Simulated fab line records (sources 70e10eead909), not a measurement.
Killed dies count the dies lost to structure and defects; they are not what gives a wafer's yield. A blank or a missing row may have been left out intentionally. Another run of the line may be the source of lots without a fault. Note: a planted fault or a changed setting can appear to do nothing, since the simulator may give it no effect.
Which of the tools did it?	flow nandHarc	24 lots with 72 wafers sampled at 6 steps, on a route of 1302 steps

WHAT EACH GAUGE READ, for each wafer
Not one reading of a measure or inspect step in the record can be checked against a usual standard deviation.

WHAT TOOL EACH LOT RAN ON (gives the tool, then ch and the chambers of the sampled wafers, and finally the start)
lot	NHARC_P_M1_ETCH_15	NHARC_P_M1_STRIP_18	NHARC_P_M1_DEP_33	NHARC_P_M2_PRE_CLEAN_32	NHARC_P_BONDPAD_PVD_17	NHARC_A_ZERO_WELL_RTA_16
L074	rieDiel-09 ch 0,3, day 6 04:10 or earlier	rieDiel-06 ch 0,3, day 6 04:10	pecvd-01 ch 0,1,2, day 6 06:33	pecvd-03 ch 0,1,2, day 6 10:46	pvdSputter-02, day 6 17:54 or earlier	rtpAnneal-02 ch 0, day 6 17:54
L075	rieDiel-09 ch 0,2, day 6 18:02 or earlier	rieDiel-01 ch 1,2, day 6 18:02	pecvd-03 ch 1,2, day 6 20:22	pecvd-03 ch 0,1, day 7 00:29	pvdSputter-01, day 7 07:31 or earlier	rtpAnneal-01 ch 0, day 7 07:31
L076	rieDiel-06 ch 1,2, day 7 01:17 or earlier	rieDiel-06 ch 2,3, day 7 01:17	pecvd-01 ch 0,1, day 7 03:43	pecvd-01 ch 1,2, day 7 07:44	pvdSputter-01, day 7 14:40 or earlier	rtpAnneal-02 ch 0, day 7 14:40
L077	rieDiel-06 ch 0,2,3, day 7 12:09 or earlier	rieDiel-09 ch 0,3, day 7 12:09	pecvd-01 ch 0,2, day 7 14:28	pecvd-02 ch 0,2, day 7 19:05	pvdSputter-02, day 8 02:04 or earlier	rtpAnneal-01 ch 0, day 8 02:04
L078	rieDiel-06 ch 0,2,3, day 8 00:04 or earlier	rieDiel-09 ch 0,1,2, day 8 00:04	pecvd-03 ch 0,2, day 8 02:21	pecvd-01 ch 0,1,2, day 8 06:55	pvdSputter-02, day 8 13:56 or earlier	rtpAnneal-02 ch 0, day 8 13:56
L079	rieDiel-09 ch 0,1,3, day 8 12:27 or earlier	rieDiel-06 ch 1,2,3, day 8 12:27	pecvd-01 ch 0,1,2, day 8 14:53	pecvd-01 ch 0,2, day 8 18:58	pvdSputter-03, day 9 01:52 or earlier	rtpAnneal-02 ch 0, day 9 01:52
L080	rieDiel-09 ch 0,1,3, day 9 01:53 or earlier	rieDiel-09 ch 0,1,3, day 9 01:53	pecvd-01 ch 1,2, day 9 04:10	pecvd-02 ch 0,1,2, day 9 08:32	pvdSputter-01, day 9 15:43 or earlier	rtpAnneal-02 ch 0, day 9 15:43
L081	rieDiel-06 ch 0,1,3, day 9 02:42 or earlier	rieDiel-09 ch 0,1,2, day 9 02:42	pecvd-02 ch 0,1, day 9 05:09	pecvd-03 ch 1,2, day 9 09:04	pvdSputter-02, day 9 16:08 or earlier	rtpAnneal-02 ch 0, day 9 16:08
L082	rieDiel-06 ch 0,1,2, day 9 14:30 or earlier	rieDiel-09 ch 1,2,3, day 9 14:30	pecvd-03 ch 0,2, day 9 16:56	pecvd-03 ch 0,1,2, day 9 20:50	pvdSputter-02, day 10 03:58 or earlier	rtpAnneal-02 ch 0, day 10 03:58
L083	rieDiel-01 ch 0,1,3, day 10 02:37 or earlier	rieDiel-09 ch 0,1,2, day 10 02:37	pecvd-02 ch 0,1,2, day 10 04:55	pecvd-02 ch 0,1,2, day 10 09:02	pvdSputter-01, day 10 16:10 or earlier	rtpAnneal-02 ch 0, day 10 16:10
L084	rieDiel-06 ch 0,1,3, day 10 08:29 or earlier	rieDiel-09 ch 1,2, day 10 08:29	pecvd-01 ch 0,1, day 10 10:50	pecvd-01 ch 1,2, day 10 15:01	pvdSputter-02, day 10 22:08 or earlier	rtpAnneal-02 ch 0, day 10 22:08
L086	rieDiel-09 ch 0,1,3, day 10 22:10 or earlier	rieDiel-06 ch 1,2,3, day 10 22:10	pecvd-01 ch 0,2, day 11 00:31	pecvd-01 ch 0,1,2, day 11 04:41	pvdSputter-03, day 11 11:41 or earlier	rtpAnneal-01 ch 0, day 11 11:41
L085	rieDiel-09 ch 0,1,3, day 10 23:25 or earlier	rieDiel-06 ch 1,3, day 10 23:25	pecvd-02 ch 0,1, day 11 01:48	pecvd-02 ch 0,1, day 11 05:56	pvdSputter-03, day 11 12:49 or earlier	rtpAnneal-02 ch 0, day 11 12:49
L087	rieDiel-09 ch 1,2, day 11 20:07 or earlier	rieDiel-09 ch 1,2, day 11 20:07	pecvd-02 ch 0,1,2, day 11 22:34	pecvd-01 ch 0,1, day 12 02:38	pvdSputter-01, day 12 09:42 or earlier	rtpAnneal-01 ch 0, day 12 09:42
L089	rieDiel-09 ch 0,1,3, day 12 11:21 or earlier	rieDiel-06 ch 2,3, day 12 11:21	pecvd-02 ch 1,2, day 12 13:41	pecvd-01 ch 0,1, day 12 17:50	pvdSputter-03, day 13 00:49 or earlier	rtpAnneal-02 ch 0, day 13 00:49
L088	rieDiel-09 ch 1,3, day 12 14:46 or earlier	rieDiel-01 ch 1,2, day 12 14:46	pecvd-01 ch 0,2, day 12 17:09	pecvd-01 ch 0,1,2, day 12 21:11	pvdSputter-01, day 13 04:13 or earlier	rtpAnneal-01 ch 0, day 13 04:13
L090	rieDiel-06 ch 0,1, day 13 00:49 or earlier	rieDiel-09 ch 0,2,3, day 13 00:49	pecvd-03 ch 0,1,2, day 13 03:07	pecvd-02 ch 0,1,2, day 13 07:19	pvdSputter-01, day 13 14:17 or earlier	rtpAnneal-01 ch 0, day 13 14:17
L091	rieDiel-09 ch 0,3, day 13 04:53 or earlier	rieDiel-06 ch 1,2, day 13 04:53	pecvd-01 ch 0,1,2, day 13 07:14	pecvd-01 ch 0,1,2, day 13 11:20	pvdSputter-01, day 13 18:25 or earlier	rtpAnneal-02 ch 0, day 13 18:25
L092	rieDiel-01 ch 0,1,2, day 13 17:56 or earlier	rieDiel-09 ch 1,2,3, day 13 17:56	pecvd-01 ch 0,1,2, day 13 20:28	pecvd-02 ch 0,1,2, day 14 00:53	pvdSputter-03, day 14 07:59 or earlier	rtpAnneal-01 ch 0, day 14 07:59
L093	rieDiel-06 ch 0,1, day 14 06:56 or earlier	rieDiel-09 ch 0,2, day 14 06:56	pecvd-02 ch 0,1, day 14 09:26	pecvd-01 ch 0,1,2, day 14 13:38	pvdSputter-01, day 14 20:32 or earlier	rtpAnneal-01 ch 0, day 14 20:32
L094	rieDiel-06 ch 0,1, day 14 17:10 or earlier	rieDiel-06 ch 0,1, day 14 17:10	pecvd-02 ch 0,1,2, day 14 19:30	pecvd-02 ch 1,2, day 14 23:39	pvdSputter-02, day 15 06:45 or earlier	rtpAnneal-02 ch 0, day 15 06:45
L095	rieDiel-06 ch 0,2,3, day 14 18:44 or earlier	rieDiel-01 ch 0,1, day 14 18:44	pecvd-01 ch 1,2, day 14 21:06	pecvd-02 ch 0,2, day 15 01:11	pvdSputter-02, day 15 08:10 or earlier	rtpAnneal-01 ch 0, day 15 08:10
L096	rieDiel-09 ch 1,2,3, day 15 07:58 or earlier	rieDiel-06 ch 0,1,3, day 15 07:58	pecvd-03 ch 0,1,2, day 15 10:17	pecvd-02 ch 0,1,2, day 15 14:20	pvdSputter-02, day 15 21:35 or earlier	rtpAnneal-02 ch 0, day 15 21:35
L097	rieDiel-09 ch 1,3, day 15 15:47 or earlier	rieDiel-06 ch 0,2, day 15 15:47	pecvd-03 ch 1,2, day 15 18:10	pecvd-03 ch 0,2, day 15 22:22	pvdSputter-02, day 16 05:33 or earlier	rtpAnneal-01 ch 0, day 16 05:33
- NHARC_P_M1_ETCH_15: etches the open film in C4F8/Ar, target depth 182.5 nm, time 91.2 s.
- NHARC_P_M1_STRIP_18: strips in N2/H2.
- NHARC_P_M1_DEP_33: deposits SiCN, target thk 30 nm.
- NHARC_P_M2_PRE_CLEAN_32: time 12 s.
- NHARC_P_BONDPAD_PVD_17: deposits TaN, target thk 5 nm, time 8.06 s.
- NHARC_A_ZERO_WELL_RTA_16: time 10 s.

AS READ BY THE TOOLS THEMSELVES (means over the sampled wafers that have a number; for cases with no such wafer, the mark the record gives instead)
NHARC_P_M1_ETCH_15.
lot	tool	oesProductAu (a.u.)	rfVppV (V)
L074	rieDiel-09	0.921	440.9
L075	rieDiel-09	0.970	443.1
L076	rieDiel-06	0.960	438.0
L077	rieDiel-06	0.976	438.8
L078	rieDiel-06	0.953	439.8
L079	rieDiel-09	0.946	440.4
L080	rieDiel-09	0.976	440.4
L081	rieDiel-06	0.958	436.8
L082	rieDiel-06	0.961	438.5
L083	rieDiel-01	0.952	442.9
L084	rieDiel-06	0.932	437.7
L086	rieDiel-09	0.923	440.8
L085	rieDiel-09	0.960	441.0
L087	rieDiel-09	0.921	440.0
L089	rieDiel-09	0.920	441.3
L088	rieDiel-09	0.914	438.8
L090	rieDiel-06	0.940	437.5
L091	rieDiel-09	0.974	442.7
L092	rieDiel-01	0.973	444.7
L093	rieDiel-06	0.957	436.3
L094	rieDiel-06	0.969	437.7
L095	rieDiel-06	0.963	438.7
L096	rieDiel-09	0.964	440.6
L097	rieDiel-09	0.968	439.4

NHARC_P_M1_STRIP_18.
lot	tool	drypumpMotorCurrentA (A)	oesProductAu (a.u.)	rfVppV (V)	showerheadPlenumPTorr (Torr)	throttleValvePct (%)
L074	rieDiel-06	5.4	1.006	89.9	1.92	14.172
L075	rieDiel-01	6.1	1.008	91.5	2.21	14.173
L076	rieDiel-06	5.6	1.003	90.6	1.99	14.182
L077	rieDiel-09	5.4	1.009	91.1	2.05	14.179
L078	rieDiel-09	5.1	0.998	91.3	2.09	14.168
L079	rieDiel-06	5.5	1.004	90.5	1.94	14.180
L080	rieDiel-09	5.4	0.989	90.9	2.03	14.172
L081	rieDiel-09	5.0	0.987	91.2	2.09	14.172
L082	rieDiel-09	5.2	0.997	90.8	2.04	14.179
L083	rieDiel-09	5.0	0.993	91.0	2.09	14.177
L084	rieDiel-09	4.9	0.992	91.0	2.10	14.169
L086	rieDiel-06	5.5	1.000	90.6	1.94	14.173
L085	rieDiel-06	5.5	1.010	90.5	1.89	14.167
L087	rieDiel-09	5.2	0.986	91.1	2.03	14.168
L089	rieDiel-06	5.5	1.002	91.0	1.99	14.167
L088	rieDiel-01	6.0	1.004	92.5	2.19	14.165
L090	rieDiel-09	5.1	1.000	91.1	2.11	14.166
L091	rieDiel-06	5.5	1.002	91.2	1.94	14.167
L092	rieDiel-09	5.3	0.993	90.9	2.04	14.169
L093	rieDiel-09	4.8	1.002	90.7	2.17	14.172
L094	rieDiel-06	5.3	0.999	90.6	1.92	14.169
L095	rieDiel-01	5.9	1.008	91.2	2.14	14.176
L096	rieDiel-06	5.4	0.997	90.4	1.91	14.172
L097	rieDiel-06	5.3	0.993	91.1	1.99	14.171

NHARC_P_M1_DEP_33.
lot	tool	heaterPowerOuterW (W)	heaterPowerW (W)
L074	pecvd-01	353	606
L075	pecvd-03	300	538
L076	pecvd-01	390	636
L077	pecvd-01	309	561
L078	pecvd-03	289	501
L079	pecvd-01	354	613
L080	pecvd-01	326	579
L081	pecvd-02	320	615
L082	pecvd-03	269	479
L083	pecvd-02	381	685
L084	pecvd-01	453	721
L086	pecvd-01	338	587
L085	pecvd-02	392	685
L087	pecvd-02	398	720
L089	pecvd-02	452	769
L088	pecvd-01	300	551
L090	pecvd-03	303	534
L091	pecvd-01	353	605
L092	pecvd-01	382	652
L093	pecvd-02	378	688
L094	pecvd-02	377	668
L095	pecvd-01	397	674
L096	pecvd-03	282	502
L097	pecvd-03	269	494

NHARC_P_M2_PRE_CLEAN_32.
lot	tool	heaterPowerOuterW (W)	heaterPowerW (W)
L074	pecvd-03	358	597
L075	pecvd-03	344	586
L076	pecvd-01	486	768
L077	pecvd-02	404	706
L078	pecvd-01	432	715
L079	pecvd-01	378	657
L080	pecvd-02	397	696
L081	pecvd-03	402	665
L082	pecvd-03	349	590
L083	pecvd-02	401	707
L084	pecvd-01	472	760
L086	pecvd-01	412	683
L085	pecvd-02	411	728
L087	pecvd-01	456	733
L089	pecvd-01	433	692
L088	pecvd-01	394	661
L090	pecvd-02	427	741
L091	pecvd-01	381	651
L092	pecvd-02	416	749
L093	pecvd-01	362	628
L094	pecvd-02	452	777
L095	pecvd-02	390	688
L096	pecvd-02	437	753
L097	pecvd-03	271	481

NHARC_P_BONDPAD_PVD_17.
lot	tool	throttleValvePct (%)
L074	pvdSputter-02	29.5
L075	pvdSputter-01	30.1
L076	pvdSputter-01	30.4
L077	pvdSputter-02	29.5
L078	pvdSputter-02	29.9
L079	pvdSputter-03	30.1
L080	pvdSputter-01	30.2
L081	pvdSputter-02	29.9
L082	pvdSputter-02	30.0
L083	pvdSputter-01	30.0
L084	pvdSputter-02	30.4
L086	pvdSputter-03	30.4
L085	pvdSputter-03	30.5
L087	pvdSputter-01	30.6
L089	pvdSputter-03	30.4
L088	pvdSputter-01	29.9
L090	pvdSputter-01	30.0
L091	pvdSputter-01	29.9
L092	pvdSputter-03	30.0
L093	pvdSputter-01	29.9
L094	pvdSputter-02	28.6
L095	pvdSputter-02	28.5
L096	pvdSputter-02	28.5
L097	pvdSputter-02	28.8

NHARC_A_ZERO_WELL_RTA_16.
lot	tool	lampPowerPct (%)	lamp_zone_3_pct (%)	wafer_temp_C_max
L074	rtpAnneal-02	29.8	29.8	1004.2
L075	rtpAnneal-01	31.7	31.7	1003.6
L076	rtpAnneal-02	29.8	29.7	1004.3
L077	rtpAnneal-01	31.7	31.7	1004.0
L078	rtpAnneal-02	29.8	29.8	1004.6
L079	rtpAnneal-02	29.7	29.7	1003.6
L080	rtpAnneal-02	29.8	29.7	1005.5
L081	rtpAnneal-02	29.8	29.8	1005.5
L082	rtpAnneal-02	29.8	29.8	1004.9
L083	rtpAnneal-02	29.8	29.8	1004.3
L084	rtpAnneal-02	29.7	29.8	1003.8
L086	rtpAnneal-01	31.7	31.7	1004.0
L085	rtpAnneal-02	29.8	29.8	1003.7
L087	rtpAnneal-01	31.7	31.7	1004.6
L089	rtpAnneal-02	29.7	29.8	1004.6
L088	rtpAnneal-01	31.7	31.7	1003.5
L090	rtpAnneal-01	31.7	31.7	1004.6
L091	rtpAnneal-02	29.8	29.8	1003.1
L092	rtpAnneal-01	31.7	31.7	1003.2
L093	rtpAnneal-01	31.7	31.7	1003.5
L094	rtpAnneal-02	29.7	29.7	1005.2
L095	rtpAnneal-01	31.7	31.7	1004.4
L096	rtpAnneal-02	29.7	29.7	1003.7
L097	rtpAnneal-01	31.7	31.7	1003.9

THE ANSWER, worked out from the rows above alone
Rule: the usual values come from the lots themselves. The widest of any qualifying gaps counts: lots, ordered by their means at a reading, are off when they make up no more than a third of the lots, leave a main group of 4 or more, and stand apart from it by 3 or more times the standard deviation of that group's means. If all means in a main group match to the digits the tables above print for the reading, that group is not used. Also off: a lot with no number at a reading for which 4 or more lots have one. The other lots that the step has rows for count as sound. After the gauges, taken in route order, come the tools' own readings; for these a lot's mean is taken, as printed above. At the first step where some lot is off, the reading lying furthest off is the one used; lots without a number count as furthest.
No lot is off at any reading shown: from this, nothing can be told.

WHAT WAS PUT IN BY THE SIMULATOR
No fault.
